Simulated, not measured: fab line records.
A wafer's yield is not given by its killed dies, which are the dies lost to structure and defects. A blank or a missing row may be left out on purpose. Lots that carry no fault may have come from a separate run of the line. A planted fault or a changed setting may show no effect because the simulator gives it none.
Matching of chambers :: flow nand_harc :: rie_diel-09 running NHARC_A_ZERO_WELL_DESCUM_12: 4 sister chambers
The step chemistry O2, time 3 s. 16 wafers are shown with their chamber, then 8 later ones without.

== WAFERS WITH THEIR CHAMBER ==
wafer: L412.1
chamber: 0
showerhead_plenum_p_Torr (Torr): 1.94
drypump_motor_current_A (A): 5.77
oes_product_au (a.u.): 0.991

wafer: L412.2
chamber: 1
showerhead_plenum_p_Torr (Torr): 1.85
drypump_motor_current_A (A): 6.24
oes_product_au (a.u.): 0.990

wafer: L412.4
chamber: 3
showerhead_plenum_p_Torr (Torr): 1.87
drypump_motor_current_A (A): 6.17
oes_product_au (a.u.): 0.989

wafer: L414.1
chamber: 1
showerhead_plenum_p_Torr (Torr): 1.85
drypump_motor_current_A (A): 6.23
oes_product_au (a.u.): 0.990

wafer: L414.2
chamber: 2
showerhead_plenum_p_Torr (Torr): 1.85
drypump_motor_current_A (A): 5.77
oes_product_au (a.u.): 0.996

wafer: L414.5
chamber: 0
showerhead_plenum_p_Torr (Torr): 1.94
drypump_motor_current_A (A): 5.74
oes_product_au (a.u.): 0.984

wafer: L419.4
chamber: 3
showerhead_plenum_p_Torr (Torr): 1.87
drypump_motor_current_A (A): 6.18
oes_product_au (a.u.): 0.993

wafer: L419.5
chamber: 2
showerhead_plenum_p_Torr (Torr): 1.85
drypump_motor_current_A (A): 5.83
oes_product_au (a.u.): 1.006

wafer: L419.6
chamber: 1
showerhead_plenum_p_Torr (Torr): 1.85
drypump_motor_current_A (A): 6.26
oes_product_au (a.u.): 1.003

wafer: L420.2
chamber: 2
showerhead_plenum_p_Torr (Torr): 1.85
drypump_motor_current_A (A): 5.77
oes_product_au (a.u.): 1.005

wafer: L420.3
chamber: 3
showerhead_plenum_p_Torr (Torr): 1.87
drypump_motor_current_A (A): 6.15
oes_product_au (a.u.): 1.002

wafer: L420.4
chamber: 1
showerhead_plenum_p_Torr (Torr): 1.85
drypump_motor_current_A (A): 6.26
oes_product_au (a.u.): 1.002

wafer: L424.1
chamber: 0
showerhead_plenum_p_Torr (Torr): 1.93
drypump_motor_current_A (A): 5.74
oes_product_au (a.u.): 0.973

wafer: L424.3
chamber: 3
showerhead_plenum_p_Torr (Torr): 1.87
drypump_motor_current_A (A): 6.20
oes_product_au (a.u.): 0.997

wafer: L424.5
chamber: 0
showerhead_plenum_p_Torr (Torr): 1.93
drypump_motor_current_A (A): 5.76
oes_product_au (a.u.): 0.977

wafer: L425.1
chamber: 2
showerhead_plenum_p_Torr (Torr): 1.85
drypump_motor_current_A (A): 5.79
oes_product_au (a.u.): 1.019

SIGNATURES, as means of the wafers listed above
reading: showerhead_plenum_p_Torr
chamber 0: 1.9350
chamber 1: 1.8500
chamber 2: 1.8500
chamber 3: 1.8700
scatter within a chamber: 0.00289

reading: drypump_motor_current_A
chamber 0: 5.7525
chamber 1: 6.2475
chamber 2: 5.7900
chamber 3: 6.1750
scatter within a chamber: 0.0205

reading: oes_product_au
chamber 0: 0.98125
chamber 1: 0.99625
chamber 2: 1.00650
chamber 3: 0.99525
scatter within a chamber: 0.00768
Rule: distance of a wafer from a chamber = root of the sum over the readings of ((wafer's reading minus chamber's mean) / reading's scatter) squared. The wafer belongs to the nearest chamber; if the next one is less than 2 further off, it can't be placed. How the scatter is found: for the shown wafers, subtract from each reading the mean of its chamber, square and add these, divide the total by (wafers less chambers), then take the root.

== WAFERS WITH NO CHAMBER GIVEN ==
wafer: L425.3
showerhead_plenum_p_Torr (Torr): 1.93
drypump_motor_current_A (A): 5.72
oes_product_au (a.u.): 0.989

wafer: L425.5
showerhead_plenum_p_Torr (Torr): 1.87
drypump_motor_current_A (A): 6.19
oes_product_au (a.u.): 0.993

wafer: L428.4
showerhead_plenum_p_Torr (Torr): 1.93
drypump_motor_current_A (A): 5.78
oes_product_au (a.u.): 1.004

wafer: L428.5
showerhead_plenum_p_Torr (Torr): 1.85
drypump_motor_current_A (A): 6.21
oes_product_au (a.u.): 1.015

wafer: L428.6
showerhead_plenum_p_Torr (Torr): 1.93
drypump_motor_current_A (A): 5.78
oes_product_au (a.u.): 1.000

wafer: L429.1
showerhead_plenum_p_Torr (Torr): 1.85
drypump_motor_current_A (A): 6.30
oes_product_au (a.u.): 1.008

wafer: L429.3
showerhead_plenum_p_Torr (Torr): 1.87
drypump_motor_current_A (A): 6.18
oes_product_au (a.u.): 0.997

wafer: L429.6
showerhead_plenum_p_Torr (Torr): 1.87
drypump_motor_current_A (A): 6.18
oes_product_au (a.u.): 1.017

== WHICH CHAMBER EACH ONE RAN IN ==
wafer: L425.3
from the rows above: 0
in truth: 0

wafer: L425.5
from the rows above: 3
in truth: 3

wafer: L428.4
from the rows above: 0
in truth: 0

wafer: L428.5
from the rows above: 1
in truth: 1

wafer: L428.6
from the rows above: 0
in truth: 0

wafer: L429.1
from the rows above: 1
in truth: 1

wafer: L429.3
from the rows above: 3
in truth: 3

wafer: L429.6
from the rows above: 3
in truth: 3
Correct placement for 8 of the 8. Can't be placed from these rows: 0. 0 placed wrongly.
